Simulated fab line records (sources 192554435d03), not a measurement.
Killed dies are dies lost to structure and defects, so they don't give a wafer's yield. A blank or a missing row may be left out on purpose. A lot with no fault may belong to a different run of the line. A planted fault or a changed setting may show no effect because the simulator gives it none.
Matching of chambers -- flow n5-finfet -- 4 sister chambers for N5_BEOL_M1_ALD_98 on ald-sin-01
The step deposits SiO2, target thk 2.5 nm, pulse time 1 s, co reactant pulse time 1 s. 4 wafers are shown with their chamber, then 12 later ones without.

== WAFERS, EACH WITH ITS CHAMBER ==
wafer,chamber,heater-power-w (W)
L087.3,0,67
L089.1,1,69
L089.3,3,105
L089.4,2,72

== WAFERS MISSING THEIR CHAMBER ==
wafer,heater-power-w (W)
L092.2,107
L092.3,70
L092.6,70
L095.2,108
L095.3,70
L095.5,73
L096.2,72
L096.5,73
L096.6,108
L097.4,67
L097.5,73
L097.6,106

== WHICH CHAMBER EACH ONE RAN IN ==
wafer,from the rows above,in truth
L092.2,3,3
L092.3,can't be placed: 1 or 2 or 0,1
L092.6,can't be placed: 1 or 2 or 0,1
L095.2,3,3
L095.3,can't be placed: 1 or 2 or 0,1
L095.5,can't be placed: 2 or 1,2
L096.2,can't be placed: 2 or 1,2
L096.5,can't be placed: 2 or 1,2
L096.6,3,3
L097.4,can't be placed: 0 or 1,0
L097.5,can't be placed: 2 or 1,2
L097.6,3,3
Placed correctly: 4 of 12. From these rows, 8 cannot be placed; in 8 the true chamber is one of the candidates. 0 placed wrongly.
How it was worked out, from the rows above alone: a wafer's distance from a chamber is the root of the sum, over the readings, of the square of ((its reading less the chamber's mean) divided by the reading's scatter). The wafer belongs to the nearest chamber; if the next one is less than 2 further off, it can't be placed. The mean given for a chamber averages the wafers shown for that chamber. The scatter (one wafer shown for each chamber): square how far every hidden wafer sits from the nearest shown wafer, average those squares and take the square root.
